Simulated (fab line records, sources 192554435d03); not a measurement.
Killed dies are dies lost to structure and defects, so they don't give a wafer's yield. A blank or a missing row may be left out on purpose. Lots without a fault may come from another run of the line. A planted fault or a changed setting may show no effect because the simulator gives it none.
fab line records | flow n5_finfet
record lots=7 wafers=39
route steps=1938 shown FIN_SAQP@138 SD_EPI_N@288 SD_EPI_P@321 GATE_CUT@510 BEOL_M0@731 BEOL_M1@828 BEOL_M2@906 BEOL_M5@1179 BEOL_M7@1263 BEOL_M11@1540 BEOL_M14@1753 PASSIVATION@1930
start_h: hours from the record's first day to the start of the lot's first wafer shown | wait_h: hours since the lot's step before | " the same as in the row above | L1.1+2: a row that stands for several wafers | - no value, or no start given | * or withheld: withheld | < > ~ a bound
route shown NAME@n: a module of which the file shows steps, and the number in the route of the first | usual: mean/standard deviation of fault-free wafers | same: alike in all rows | chamber/n: place in a boat | sites: the reading at each site | _std_site: their standard deviation | _edge_site: outer sites' mean less inner sites' | radius_mm: how far each site lies from the wafer's centre | mask NAME#n: copy n | behind: the tool/chamber that last shaped the wafer | hold: why the lot was held/for how many hours/how that ended | device: the transistor (n, p or np) that didn't switch | end of line: the same wafers' tests at the end of the route | a step without rows: its recipe alone | killed: dies lost to structure and defects at the first sort, not the wafer's yield | map: a wafer's dies, x killed, . not, _ none there
set.NAME: the setting as run; set.NAME@STEP: as run at that earlier step | model.NAME: the simulator's own value behind a step, which no gauge read
lots whose settings were changed on purpose; a table a step, a row a wafer
## steps
# step N5_FIN_SAQP_SPACER2_ALD_28
# recipe material=SiO2 target_thk_a=81 temp_c=300 ald_precursor_family=BDEAS ald_co_reactant=O2-plasma pulse_time_s=1 purge_time_s=2 co_reactant_purge_time_s=2 pressure_torr=2
# step N5_SD_EPI_N_EPI_21
# recipe material=Si:P dopant=P temp_c=680 pressure_torr=255 time_s=690
# step N5_SD_EPI_P_EPI_21
# recipe material=SiGe:B dopant=B temp_c=550 pressure_torr=20 ambient=H2 time_s=355
# step N5_GATE_CUT_ALD_22
# recipe material=SiNx target_thk_a=160 temp_c=400 ald_precursor_family=SiH2I2 ald_co_reactant=N2/H2-plasma pulse_time_s=1 ald_cycles=320 purge_time_s=2 co_reactant_purge_time_s=2 pressure_torr=2
# step N5_BEOL_M0_ALD_136
# recipe material=TaN target_thk_a=* temp_c=275 ald_precursor_family=PDMAT ald_co_reactant=NH3 pressure_torr=3 carrier_flow_sccm=1500 pulse_time_s=2 purge_time_s=3 co_reactant_purge_time_s=2 co_reactant_pulse_time_s=3 ald_cycles=30 precursor_vessel_temp_c=75 precursor_vessel_pressure_torr=26.25 precursor_vessel_carrier_sccm=1000
# step N5_BEOL_M1_SPUTTER_94
# recipe material=Cu target_thk_a=45 temp_c=-20 chamber_pressure_pa=0.07 power_w=withheld time_s=8.29
# step N5_BEOL_M2_SPUTTER_79
# step N5_BEOL_M5_SPUTTER_83
# recipe material=Cu target_thk_a=150 temp_c=-20 chamber_pressure_pa=0.07 power_w=withheld time_s=27.62
# step N5_BEOL_M7_ILD_DEP_00
# recipe material=SiCOH_lowk target_thk_a=1797.5 temp_c=300 precursor=DEMS/porogen pressure_torr=5 rf_w=500 time_s=33.4
# step N5_BEOL_M11_HM_DEP_02
# recipe material=TiN target_thk_a=200 temp_c=25 chamber_pressure_pa=0.49996
# step N5_BEOL_M14_TRENCH_ETCH_34
# recipe chemistry=C4F8/O2/Ar target=SiO2 target_depth_a=5566.5 mask_material=SOC he_inner_torr=15 he_outer_torr=30 time_s=126.9 ion_energy_ev=800 pressure_mtorr=20 source_w=1905 bias_w=2040 Ar_flow_sccm=400 C4F8_flow_sccm=16 O2_flow_sccm=12
# step N5_PASSIVATION_ETCH_54
# recipe chemistry=CHF3/O2 target=SiO2 target_depth_a=8800 CHF3_flow_sccm=50 O2_flow_sccm=5 Ar_flow_sccm=200 time_s=440 mask_material=PR pressure_mtorr=30 source_w=650 bias_w=170 ion_energy_ev=200
# step N5_PASSIVATION_PROBE_49
# usual sort_bin_8_speed=0/0
# columns lot.wafer tool chamber start_h wait_h set.target_thk_a@FIN_SAQP_SPACER2_ALD_28 set.time_s@SD_EPI_N_EPI_21 set.time_s@SD_EPI_P_EPI_21 set.ald_cycles@GATE_CUT_ALD_22 set.co_reactant_pulse_time_s@BEOL_M0_ALD_136 set.time_s@BEOL_M1_SPUTTER_94 set.target_thk_a@BEOL_M2_SPUTTER_79 set.time_s@BEOL_M5_SPUTTER_83 set.time_s@BEOL_M7_ILD_DEP_00 set.target_thk_a@BEOL_M11_HM_DEP_02 set.time_s@BEOL_M14_TRENCH_ETCH_34 set.target_depth_a@PASSIVATION_ETCH_54 sort_bin_8_speed[%]
L075.1 prober-01 - 279.47 0.0 81 806.7 466.9 186 3 8.29 66.42 27.62 33.4 167.6 126.9 12780 0
L075.2 prober-01 - 279.52 0.1 93.81 690 355 320 3 8.29 66.42 20.39 33.4 200 126.9 12780 0
L075.3 prober-01 - 279.57 0.1 81 806.7 355 186 3 8.29 66.42 20.39 50.87 167.6 126.9 8800 0
L075.4 prober-01 - 279.62 0.2 93.81 806.7 466.9 320 3 8.29 45 27.62 50.87 167.6 126.9 12780 0
L075.5 prober-01 - 279.67 0.2 93.81 690 355 186 3 8.29 45 27.62 50.87 200 126.9 8800 0
L075.6 prober-01 - 279.72 0.3 81 690 466.9 320 3 8.29 45 20.39 33.4 200 126.9 8800 0
L077.1 prober-02 - 288.11 0.3 81 390.2 355 466 3 8.29 45 27.62 41.26 85.94 126.9 8800 0.93
L077.2 prober-02 - 288.16 0.4 35.44 390.2 355 320 3 6.311 45 27.62 33.4 200 126.9 8800 90.25
L077.3 prober-02 - 288.21 0.4 35.44 390.2 528.4 320 3 8.29 35.03 41.89 33.4 200 155.2 8800 93.47
L077.4 prober-02 - 288.26 0.5 81 690 355 320 3 8.29 35.03 41.89 41.26 85.94 155.2 13520 0
L077.5 prober-02 - 288.31 0.5 35.44 690 528.4 466 3 6.311 35.03 27.62 33.4 85.94 155.2 13520 93.05
L077.6 prober-02 - 288.36 0.6 81 690 528.4 466 3 6.311 45 41.89 41.26 200 126.9 13520 0
L074.1 prober-01 - 288.13 0.2 81 920.8 559.7 393 1.676 11.79 45 40.17 33.4 200 126.9 11980 0
L074.2 prober-01 - 288.18 0.2 81 920.8 355 393 3 8.29 45 27.62 33.4 200 126.9 8800 0
L074.3 prober-01 - 288.23 0.3 81 690 355 320 1.676 11.79 45 27.62 33.4 306.8 126.9 11980 0
L074.4 prober-01 - 288.28 0.3 81 690 559.7 393 3 8.29 45 27.62 33.4 306.8 126.9 8800 0
L074.5 prober-01 - 288.33 0.4 81 920.8 355 320 1.676 8.29 45 40.17 33.4 306.8 126.9 11980 0
L074.6 prober-01 - 288.38 0.4 81 690 559.7 320 3 11.79 45 40.17 33.4 200 126.9 8800 0
L078.1 prober-01 - 295.68 0.0 81 1022 475.3 134 3 8.29 59.49 27.62 44.22 103 126.9 10950 0
L078.2 prober-01 - 295.73 0.1 81 1022 355 134 3 8.29 45 27.62 44.22 200 59.86 8800 13.31
L078.3 prober-01 - 295.78 0.1 81 690 475.3 320 3 8.29 45 27.62 33.4 200 126.9 10950 0
L078.4 prober-01 - 295.83 0.2 81 1022 355 320 3 8.29 59.49 27.62 33.4 200 126.9 8800 0
L078.5 prober-01 - 295.88 0.2 81 690 355 320 3 8.29 59.49 27.62 44.22 103 59.86 10950 17.88
L078.6 prober-01 - 295.93 0.3 81 690 475.3 134 3 8.29 45 27.62 33.4 103 59.86 8800 14.58
L079.2 prober-01 - 304.55 0.2 81 690 355 320 3 8.29 45 27.62 33.4 200 126.9 8800 0
L079.5 prober-01 - 304.70 0.4 81 690 355 320 3 8.29 45 27.62 33.4 200 126.9 8800 0
L079.6 prober-01 - 304.75 0.4 81 690 355 320 3 8.29 45 27.62 33.4 200 126.9 8800 0
L089.1 prober-02 - 351.31 0.0 63.9 690 261.8 320 4.234 8.29 45 27.62 33.4 247 126.9 12400 91.53
L089.2 prober-02 - 351.36 0.1 63.9 1061 355 320 3 8.29 45 27.62 33.4 200 126.9 8800 91.27
L089.3 prober-02 - 351.41 0.1 81 1061 355 320 4.234 4.857 45 27.62 42.39 200 126.9 12400 0
L089.4 prober-02 - 351.46 0.2 81 690 355 320 3 4.857 19.06 27.62 33.4 200 126.9 8800 0
L089.5 prober-02 - 351.51 0.2 81 690 261.8 320 4.234 8.29 19.06 27.62 42.39 247 126.9 12400 0
L089.6 prober-02 - 351.56 0.3 63.9 1061 261.8 320 3 4.857 19.06 27.62 42.39 247 126.9 8800 90.85
L097.1 prober-02 - 413.46 0.0 81 690 176 320 3 9.879 45 39.7 33.4 200 126.9 8800 78.56
L097.2 prober-02 - 413.51 0.1 81 690 355 446 3 8.29 45 39.7 33.4 200 126.9 8800 0
L097.3 prober-02 - 413.56 0.1 103.2 363.7 176 446 3 8.29 57.77 27.62 33.4 200 126.9 8800 0
L097.4 prober-02 - 413.61 0.2 103.2 363.7 176 320 3 8.29 57.77 39.7 33.4 200 126.9 8800 0
L097.5 prober-02 - 413.66 0.2 103.2 690 355 446 3 9.879 57.77 27.62 33.4 200 126.9 8800 0
L097.6 prober-02 - 413.71 0.3 81 363.7 355 320 3 9.879 45 27.62 33.4 200 126.9 8800 0
# killed by level:class
L075.1 FIN_SAQP:geometric_particle:open=16 FIN_SAQP:geometric_particle:short=14 BEOL_M0_SAQP:geometric_particle:short=9 STI_FIN_REVEAL:geometric_particle:open=7 MOL_CONTACT_COAG:geometric_particle:open=7 DUMMY_GATE:geometric_particle:open=6 BEOL_M0_SAQP:geometric_particle:open=5 BEOL_M3:geometric_particle:open=5
L075.2 MOL_CONTACT_COAG:geometric_particle:open=10 FIN_SAQP:geometric_particle:short=9 BEOL_M0_SAQP:geometric_particle:short=8 STI_FIN_REVEAL:geometric_particle:open=7 FIN_SAQP:geometric_particle:open=6 DUMMY_GATE:geometric_particle:open=6 BEOL_M2:geometric_particle:open=5 GATE_CUT:geometric_particle:short=4
L075.3 BEOL_M7:area_etch=1092 FIN_SAQP:geometric_particle:open=13 BEOL_M0_SAQP:geometric_particle:open=8 MOL_CONTACT_COAG:geometric_particle:open=7 BEOL_M3:geometric_particle:open=6 BEOL_M4:geometric_particle:open=6 FIN_SAQP:geometric_particle:short=5 DUMMY_GATE:geometric_particle:open=5
L075.4 BEOL_M7:area_etch=1073 FIN_SAQP:geometric_particle:open=20 FIN_SAQP:geometric_particle:short=10 STI_FIN_REVEAL:geometric_particle:open=9 DUMMY_GATE:geometric_particle:open=9 BEOL_M0_SAQP:geometric_particle:short=8 MOL_CONTACT_COAG:geometric_particle:open=6 STARTING-WAFER:geometric_particle:open=5
L075.5 BEOL_M7:area_etch=1090 MOL_CONTACT_COAG:geometric_particle:open=14 FIN_SAQP:geometric_particle:short=8 FIN_SAQP:geometric_particle:open=8 STI_FIN_REVEAL:geometric_particle:open=7 BEOL_M0_SAQP:geometric_particle:short=7 BEOL_M2:geometric_particle:open=6 BEOL_M1:geometric_particle:open=4
L075.6 FIN_SAQP:geometric_particle:open=18 STI_FIN_REVEAL:geometric_particle:open=15 FIN_SAQP:geometric_particle:short=10 BEOL_M0_SAQP:geometric_particle:short=7 BEOL_M0_SAQP:geometric_particle:open=6 DUMMY_GATE:geometric_particle:short=5 BEOL_M2:geometric_particle:open=5 MOL_CONTACT_COAG:geometric_particle:open=4
L077.1 FIN_SAQP:geometric_particle:open=7 FIN_SAQP:geometric_particle:short=6 MOL_CONTACT_COAG:geometric_particle:open=6 HKMG_FIN:area_etch=6 STI_FIN_REVEAL:geometric_particle:open=5 ILD0:geometric_particle:open=5 BEOL_M4:geometric_particle:open=4 BEOL_M3:geometric_particle:short=4
L074.1 DUMMY_GATE:geometric_particle:open=14 MOL_CONTACT_COAG:geometric_particle:open=11 STI_FIN_REVEAL:geometric_particle:open=7 BEOL_M0_SAQP:geometric_particle:open=6 FIN_SAQP:geometric_particle:short=5 MOL_CONTACT_COAG:geometric_particle:short=5 BEOL_M0_SAQP:geometric_particle:short=5 BEOL_M2:geometric_particle:open=5
L077.2 STI_FIN_REVEAL:geometric_particle:open=14 BEOL_M3:geometric_particle:open=11 FIN_SAQP:geometric_particle:open=10 MOL_CONTACT_COAG:geometric_particle:open=10 BEOL_M1:geometric_particle:open=9 FIN_SAQP:geometric_particle:short=7 DUMMY_GATE:geometric_particle:open=6 BEOL_M5:geometric_particle:open=5
L074.2 FIN_SAQP:geometric_particle:open=15 MOL_CONTACT_COAG:geometric_particle:open=10 STI_FIN_REVEAL:geometric_particle:open=9 FIN_SAQP:geometric_particle:short=7 MOL_CONTACT_COAG:geometric_particle:short=5 BEOL_M0_SAQP:geometric_particle:open=4 BEOL_M2:geometric_particle:open=4 BEOL_M4:geometric_particle:short=4
L077.3 MOL_CONTACT_COAG:geometric_particle:open=9 DUMMY_GATE:geometric_particle:open=7 ILD0:geometric_particle:open=6 FIN_SAQP:geometric_particle:short=5 BEOL_M4:geometric_particle:open=5 BEOL_M5:geometric_particle:open=4 BEOL_M2:geometric_particle:open=4 BEOL_M3:geometric_particle:open=4
L074.3 BEOL_M11:area_open=1027 FIN_SAQP:geometric_particle:short=21 FIN_SAQP:geometric_particle:open=19 MOL_CONTACT_COAG:geometric_particle:open=14 GATE_CUT:geometric_particle:short=7 BEOL_M2:geometric_particle:open=5 BEOL_M0_SAQP:geometric_particle:short=4 STI_FIN_REVEAL:geometric_particle:open=4
L077.4 BEOL_M0_SAQP:geometric_particle:short=9 FIN_SAQP:geometric_particle:short=8 STI_FIN_REVEAL:geometric_particle:open=8 MOL_CONTACT_COAG:geometric_particle:open=7 BEOL_M0_SAQP:geometric_particle:open=6 BEOL_M1:geometric_particle:open=5 ILD0:geometric_particle:short=4 MOL_CONTACT_COAG:geometric_particle:short=4
L074.4 BEOL_M11:area_open=1080 GATE_CUT:geometric_particle:short=9 MOL_CONTACT_COAG:geometric_particle:open=8 BEOL_M0_SAQP:geometric_particle:short=8 STI_FIN_REVEAL:geometric_particle:open=7 FIN_SAQP:geometric_particle:open=6 BEOL_M3:geometric_particle:open=4 MIM_BOT:geometric_particle:open=4
L077.5 STI_FIN_REVEAL:geometric_particle:open=12 BEOL_M1:geometric_particle:open=10 MOL_CONTACT_COAG:geometric_particle:open=7 BEOL_M2:geometric_particle:open=5 FIN_SAQP:geometric_particle:open=4 STARTING-WAFER:geometric_particle:short=4 FIN_SAQP:geometric_particle:short=3 ILD0:geometric_particle:short=3
L074.5 BEOL_M11:area_open=1044 FIN_SAQP:geometric_particle:open=16 MOL_CONTACT_COAG:geometric_particle:open=12 GATE_CUT:geometric_particle:open=8 FIN_SAQP:geometric_particle:short=7 BEOL_M0_SAQP:geometric_particle:short=7 BEOL_M4:geometric_particle:open=7 STI_FIN_REVEAL:geometric_particle:open=7
L077.6 STI_FIN_REVEAL:geometric_particle:open=11 BEOL_M1:geometric_particle:open=8 FIN_SAQP:geometric_particle:open=6 BEOL_M4:geometric_particle:open=6 MOL_CONTACT_COAG:geometric_particle:open=5 BEOL_M0_SAQP:geometric_particle:open=5 BEOL_M2:geometric_particle:open=5 STARTING-WAFER:geometric_particle:open=4
L074.6 FIN_SAQP:geometric_particle:short=15 FIN_SAQP:geometric_particle:open=14 BEOL_M4:geometric_particle:open=10 MOL_CONTACT_COAG:geometric_particle:open=8 BEOL_M5:geometric_particle:open=8 STI_FIN_REVEAL:geometric_particle:open=6 MOL_CONTACT_COAG:geometric_particle:short=5 DUMMY_GATE:geometric_particle:open=5
L078.1 FIN_SAQP:geometric_particle:open=15 FIN_SAQP:geometric_particle:short=10 STI_FIN_REVEAL:geometric_particle:open=10 MOL_CONTACT_COAG:geometric_particle:open=10 DUMMY_GATE:geometric_particle:open=9 BEOL_M1:geometric_particle:open=8 BEOL_M0_SAQP:geometric_particle:short=7 BEOL_M0:geometric_particle:open=6
L078.2 BEOL_M14:area_ecd=157 FIN_SAQP:geometric_particle:open=13 MOL_CONTACT_COAG:geometric_particle:open=9 BEOL_M0_SAQP:geometric_particle:short=8 BEOL_M3:geometric_particle:open=7 FIN_SAQP:geometric_particle:short=6 BEOL_M4:geometric_particle:open=6 STI_FIN_REVEAL:geometric_particle:open=6
L078.3 FIN_SAQP:geometric_particle:open=11 MOL_CONTACT_COAG:geometric_particle:open=10 STI_FIN_REVEAL:geometric_particle:open=8 BEOL_M2:geometric_particle:open=7 BEOL_M0_SAQP:geometric_particle:short=6 BEOL_M0_SAQP:geometric_particle:open=6 BEOL_M4:geometric_particle:open=6 GATE_CUT:geometric_particle:open=5
L078.4 FIN_SAQP:geometric_particle:open=14 BEOL_M4:geometric_particle:open=8 BEOL_M3:geometric_particle:open=7 FIN_SAQP:geometric_particle:short=6 MOL_CONTACT_COAG:geometric_particle:open=6 STI_FIN_REVEAL:geometric_particle:open=5 BEOL_M0_SAQP:geometric_particle:open=5 BEOL_M1:geometric_particle:open=5
L078.5 BEOL_M14:area_ecd=211 MOL_CONTACT_COAG:geometric_particle:open=12 BEOL_M2:geometric_particle:open=10 BEOL_M0_SAQP:geometric_particle:open=7 BEOL_M2:geometric_particle:short=7 FIN_SAQP:geometric_particle:open=6 STI_FIN_REVEAL:geometric_particle:open=6 BEOL_M1:geometric_particle:open=5
L078.6 BEOL_M14:area_ecd=172 FIN_SAQP:geometric_particle:open=17 MOL_CONTACT_COAG:geometric_particle:open=17 BEOL_M2:geometric_particle:open=14 STI_FIN_REVEAL:geometric_particle:open=10 BEOL_M0_SAQP:geometric_particle:short=7 BEOL_M0_SAQP:geometric_particle:open=6 DUMMY_GATE:geometric_particle:open=5
L079.2 FIN_SAQP:geometric_particle:short=15 FIN_SAQP:geometric_particle:open=14 BEOL_M2:geometric_particle:open=10 BEOL_M3:geometric_particle:open=8 BEOL_M1:geometric_particle:open=7 STI_FIN_REVEAL:geometric_particle:open=7 BEOL_M0_SAQP:geometric_particle:open=7 BEOL_M1:geometric_particle:short=6
L079.5 FIN_SAQP:geometric_particle:short=17 MOL_CONTACT_COAG:geometric_particle:open=10 BEOL_M2:geometric_particle:open=9 BEOL_M1:geometric_particle:short=8 FIN_SAQP:geometric_particle:open=7 BEOL_M3:geometric_particle:open=7 BEOL_M1:geometric_particle:open=6 DUMMY_GATE:geometric_particle:open=5
L079.6 BEOL_M0_SAQP:geometric_particle:open=12 MOL_CONTACT_COAG:geometric_particle:open=11 BEOL_M0_SAQP:geometric_particle:short=11 FIN_SAQP:geometric_particle:short=9 BEOL_M3:geometric_particle:open=9 BEOL_M1:geometric_particle:open=6 BEOL_M2:geometric_particle:open=5 FIN_SAQP:geometric_particle:open=4
L089.1 STI_FIN_REVEAL:geometric_particle:open=15 BEOL_M0_SAQP:geometric_particle:open=14 FIN_SAQP:geometric_particle:open=11 BEOL_M0_SAQP:geometric_particle:short=11 BEOL_M3:geometric_particle:open=6 FIN_SAQP:geometric_particle:short=4 BEOL_M2:geometric_particle:open=4 BEOL_M4:geometric_particle:open=4
L089.2 BEOL_M0_SAQP:geometric_particle:open=13 STI_FIN_REVEAL:geometric_particle:open=11 BEOL_M3:geometric_particle:open=10 FIN_SAQP:geometric_particle:open=9 BEOL_M0_SAQP:geometric_particle:short=7 DUMMY_GATE:geometric_particle:open=5 FIN_SAQP:geometric_particle:short=4 BEOL_M3:geometric_particle:short=4
L089.3 BEOL_M0_SAQP:geometric_particle:short=11 FIN_SAQP:geometric_particle:open=10 BEOL_M0_SAQP:geometric_particle:open=8 MOL_CONTACT_COAG:geometric_particle:open=6 FIN_SAQP:geometric_particle:short=5 GATE_CUT:geometric_particle:short=5 STI_FIN_REVEAL:geometric_particle:open=4 BEOL_M3:geometric_particle:open=4
L089.4 BEOL_M0_SAQP:geometric_particle:open=15 BEOL_M0_SAQP:geometric_particle:short=15 FIN_SAQP:geometric_particle:open=8 STARTING-WAFER:geometric_particle:open=8 BEOL_M4:geometric_particle:open=5 DUMMY_GATE:geometric_particle:open=4 BEOL_M3:geometric_particle:open=4 FIN_SAQP:geometric_particle:short=3
L089.5 GATE_CUT:geometric_particle:short=13 BEOL_M0_SAQP:geometric_particle:open=10 BEOL_M3:geometric_particle:open=9 BEOL_M0_SAQP:geometric_particle:short=6 BEOL_M1:geometric_particle:open=5 BEOL_M0_CUTY:coat_microbubble_printed=4 GATE_CUT:geometric_particle:open=3 MOL_CONTACT_COAG:geometric_particle:open=3
L089.6 MOL_CONTACT_COAG:geometric_particle:open=14 BEOL_M0_SAQP:geometric_particle:open=9 BEOL_M0_SAQP:geometric_particle:short=9 FIN_SAQP:geometric_particle:open=7 GATE_CUT:geometric_particle:short=6 BEOL_M3:geometric_particle:open=6 BEOL_M2:geometric_particle:open=5 BEOL_M7:geometric_particle:open=5
L097.1 MOL_CONTACT_COAG:geometric_particle:open=14 STI_FIN_REVEAL:geometric_particle:open=7 MOL_CONTACT_COAG:geometric_particle:short=6 BEOL_M0_SAQP:geometric_particle:open=5 STARTING-WAFER:geometric_particle:short=4 FIN_SAQP:geometric_particle:open=3 GATE_CUT:geometric_particle:short=3 BEOL_M4:geometric_particle:short=3
L097.2 MOL_CONTACT_COAG:geometric_particle:open=14 FIN_SAQP:geometric_particle:short=12 DUMMY_GATE:geometric_particle:open=10 STI_FIN_REVEAL:geometric_particle:open=9 BEOL_M2:geometric_particle:open=7 BEOL_M1:geometric_particle:open=5 BEOL_M3:geometric_particle:open=5 BEOL_M3:geometric_particle:short=5
L097.3 STI_FIN_REVEAL:geometric_particle:open=26 MOL_CONTACT_COAG:geometric_particle:open=18 STI_FIN_REVEAL:geometric_particle:short=8 DUMMY_GATE:geometric_particle:open=8 BEOL_M0_SAQP:geometric_particle:open=6 BEOL_M2:geometric_particle:open=5 FIN_SAQP:geometric_particle:short=4 MOL_CONTACT_COAG:geometric_particle:short=4
L097.4 MOL_CONTACT_COAG:geometric_particle:open=21 BEOL_M2:geometric_particle:open=8 MOL_CONTACT_COAG:geometric_particle:short=7 BEOL_M1:geometric_particle:open=6 ILD0:geometric_particle:open=5 BEOL_M0_SAQP:geometric_particle:open=4 STI_FIN_REVEAL:geometric_particle:open=3 DUMMY_GATE:geometric_particle:open=3
L097.5 MOL_CONTACT_COAG:geometric_particle:open=23 STI_FIN_REVEAL:geometric_particle:open=6 BEOL_M3:geometric_particle:open=6 FIN_SAQP:geometric_particle:short=5 BEOL_M0_SAQP:geometric_particle:open=5 BEOL_M2:geometric_particle:open=5 BEOL_M1:geometric_particle:open=4 MOL_CONTACT_COAG:geometric_particle:short=4
L097.6 MOL_CONTACT_COAG:geometric_particle:open=16 BEOL_M2:geometric_particle:open=9 STI_FIN_REVEAL:geometric_particle:open=8 BEOL_M0_SAQP:geometric_particle:open=7 FIN_SAQP:geometric_particle:open=5 FIN_SAQP:geometric_particle:short=5 DUMMY_GATE:geometric_particle:open=5 MOL_CONTACT_COAG:geometric_particle:short=5
## key
split step=N5_FIN_SAQP_SPACER2_ALD_28 setting=target_thk_a stated_as=81
response step=N5_PASSIVATION_PROBE_49 reading=sort_bin_8_speed slope=-1.84 per=1% together_with=all explained=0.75
split step=N5_SD_EPI_N_EPI_21 setting=time_s stated_as=690
response none clear
split step=N5_SD_EPI_P_EPI_21 setting=time_s stated_as=355
response none clear
split step=N5_GATE_CUT_ALD_22 setting=ald_cycles stated_as=320
response none clear
split step=N5_BEOL_M0_ALD_136 setting=co_reactant_pulse_time_s stated_as=3
response none clear
split step=N5_BEOL_M1_SPUTTER_94 setting=time_s stated_as=8.29
response none clear
split step=N5_BEOL_M2_SPUTTER_79 setting=target_thk_a stated_as=45
response none clear
split step=N5_BEOL_M5_SPUTTER_83 setting=time_s stated_as=27.62
response none clear
split step=N5_BEOL_M7_ILD_DEP_00 setting=time_s stated_as=33.4
response none clear
split step=N5_BEOL_M11_HM_DEP_02 setting=target_thk_a stated_as=200
response none clear
split step=N5_BEOL_M14_TRENCH_ETCH_34 setting=time_s stated_as=126.9
response none clear
split step=N5_PASSIVATION_ETCH_54 setting=target_depth_a stated_as=8800
response none clear
